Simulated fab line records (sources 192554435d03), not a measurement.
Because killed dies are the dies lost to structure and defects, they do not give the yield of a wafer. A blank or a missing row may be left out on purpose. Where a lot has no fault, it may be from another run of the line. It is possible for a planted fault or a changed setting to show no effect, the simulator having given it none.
Lot-split experiment + flow n5-finfet + 7 lots, 39 wafers read, on a route of 1938 steps

== ABOUT THE SPLIT ==
At N5_BEOL_M4_ETCH_70 (etches SOC in N2/H2, target depth 80 nm, overetch 24 nm, time 130 s), the setting target-depth-a was moved away from the recipe's 800 angstrom on 15 of the 39 wafers read, by -20.1% to +51.2%. This setting was run at the recipe's value on the other wafers.

The split's own step is where the reading is taken.

== THE READING ==
SiARC_of_BEOL_M4_COAT_68.thk-nm (the simulator's own value, which no gauge read), in nm, at N5_BEOL_M4_ETCH_70 (etches SOC in N2/H2, target depth 80 nm, overetch 24 nm, time 130 s). There is no usual value for it anywhere in the file. Here, 24 wafers ran the recipe; their average is 5.8 nm with a standard deviation of 0.13 nm.

| wafer  | tool, chamber at the split | target-depth-a as run, angstrom | against the recipe | SiARC_of_BEOL_M4_COAT_68.thk-nm, nm | against lot-mates on the recipe |
|--------|----------------------------|---------------------------------|--------------------|-------------------------------------|---------------------------------|
| L075.2 | rie-diel-04, 3             | 800                             | recipe             | 5.6                                 | -                               |
| L075.4 | rie-diel-04, 3             | 800                             | recipe             | 5.6                                 | -                               |
| L075.6 | rie-diel-04, 2             | 800                             | recipe             | 5.8                                 | -                               |
| L078.1 | rie-diel-05, 0             | 800                             | recipe             | 6                                   | -                               |
| L078.2 | rie-diel-05, 2,3           | 800                             | recipe             | 5.8                                 | -                               |
| L078.6 | rie-diel-05, 2,3           | 800                             | recipe             | 5.8                                 | -                               |
| L078.3 | rie-diel-05, 1,3,0         | 638.9                           | -20.1%             | 6.8                                 | +0.9                            |
| L078.4 | rie-diel-05, 1,3,0         | 638.9                           | -20.1%             | 6.8                                 | +0.9                            |
| L078.5 | rie-diel-05, 1,3,0         | 638.9                           | -20.1%             | 6.8                                 | +0.9                            |
| L080.1 | rie-diel-04, 2,0           | 800                             | recipe             | 5.8                                 | -                               |
| L080.3 | rie-diel-04, 2,0           | 800                             | recipe             | 5.8                                 | -                               |
| L080.2 | rie-diel-04, 3,1           | 981.7                           | +22.7%             | 4.6                                 | -1.1                            |
| L080.6 | rie-diel-04, 3,1           | 981.7                           | +22.7%             | 4.6                                 | -1.1                            |
| L080.4 | rie-diel-04, 1             | 800                             | recipe             | 5.6                                 | -                               |
| L080.5 | rie-diel-04, 2             | 981.7                           | +22.7%             | 4.8                                 | -0.9                            |
| L089.1 | rie-diel-01, 3,1           | 800                             | recipe             | 6                                   | -                               |
| L089.3 | rie-diel-01, 3,1           | 800                             | recipe             | 6                                   | -                               |
| L089.2 | rie-diel-01, 0,3,2         | 800                             | recipe             | 5.8                                 | -                               |
| L089.5 | rie-diel-01, 0,3,2         | 800                             | recipe             | 5.8                                 | -                               |
| L089.6 | rie-diel-01, 0,3,2         | 800                             | recipe             | 5.8                                 | -                               |
| L089.4 | rie-diel-01, 2             | 800                             | recipe             | 5.6                                 | -                               |
| L083.1 | rie-diel-01, 3,1,2         | 800                             | recipe             | 5.8                                 | -                               |
| L083.2 | rie-diel-01, 3,1,2         | 800                             | recipe             | 5.8                                 | -                               |
| L083.5 | rie-diel-01, 3,1,2         | 800                             | recipe             | 5.8                                 | -                               |
| L083.3 | rie-diel-01, 0,1           | 955                             | +19.4%             | 5                                   | -0.8                            |
| L083.6 | rie-diel-01, 0,1           | 955                             | +19.4%             | 5                                   | -0.8                            |
| L083.4 | rie-diel-01, 2             | 955                             | +19.4%             | 4.8                                 | -1.0                            |
| L088.1 | rie-diel-01, 2             | 1042                            | +30.2%             | 4.2                                 | -1.7                            |
| L088.2 | rie-diel-01, 0             | 800                             | recipe             | 6                                   | -                               |
| L088.3 | rie-diel-01, 3             | 1042                            | +30.2%             | 4.6                                 | -1.3                            |
| L088.5 | rie-diel-01, 3             | 1042                            | +30.2%             | 4.6                                 | -1.3                            |
| L088.4 | rie-diel-01, 1,2           | 800                             | recipe             | 5.8                                 | -                               |
| L088.6 | rie-diel-01, 1,2           | 800                             | recipe             | 5.8                                 | -                               |
| L090.1 | rie-diel-05, 3             | 1210                            | +51.2%             | 3.4                                 | -2.6                            |
| L090.2 | rie-diel-05, 1,0           | 1210                            | +51.2%             | 3.6                                 | -2.4                            |
| L090.3 | rie-diel-05, 1,0           | 1210                            | +51.2%             | 3.6                                 | -2.4                            |
| L090.4 | rie-diel-05, 2,3,0         | 800                             | recipe             | 6                                   | -                               |
| L090.5 | rie-diel-05, 2,3,0         | 800                             | recipe             | 6                                   | -                               |
| L090.6 | rie-diel-05, 2,3,0         | 800                             | recipe             | 6                                   | -                               |
The file does not say which wafer passed through which chamber wherever a row lists several chambers: such a row stands for several wafers.

FIT RESULTS
A straight line over all 39 wafers: SiARC_of_BEOL_M4_COAT_68.thk-nm changes by -0.0459 nm for each +1% of target-depth-a; r = -0.99; the points scatter about the line by 0.13 nm.
The same after taking each lot's own level away (the mean of its wafers on the recipe; 39 wafers): -0.0473 nm for each +1%; r = -0.99; scatter 0.11 nm.
That fit puts the effect of the largest move of target-depth-a on the reading at 2.4 nm.
The span of the lots' own levels, 5.67 to 6.00 nm, comes to 2.5 times the standard deviation stated above.
So the lot-to-lot level changes the slope little: the two slopes agree.
Check: for one of the wafers moved furthest among these (+51.2%), held out of the fit, the line's prediction against its lot-mates is -2.38 nm. It came out at -2.6 nm against them.

== ADDITIONAL SPLITS CARRIED BY THESE WAFERS ==
Before the reading, these wafers also passed through other splits. Each is held against what the fit with the lots' levels taken away leaves over:
| other split on the same wafers             | wafers away from the commonest value | r with SiARC_of_BEOL_M4_COAT_68.thk-nm (lot level and that fit taken away) |
|--------------------------------------------|--------------------------------------|----------------------------------------------------------------------------|
| N5_ZERO_LAYER_DEVELOP_10 develop-time-s    | 9                                    | +0.12                                                                      |
| N5_FIN_SAQP_MANDREL_ETCH_22 target-depth-a | 12                                   | -0.17                                                                      |
| N5_SD_EPI_N_ETCH_45 target-depth-a         | 15                                   | +0.09                                                                      |
| N5_MOL_CONTACT_COAG_ETCHBACK_135 time-s    | 12                                   | -0.10                                                                      |

== THE FILE'S OWN FIT ==
SiARC_of_BEOL_M4_COAT_68.thk-nm changes by -0.0472 nm for each +1% of target-depth-a, r = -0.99.
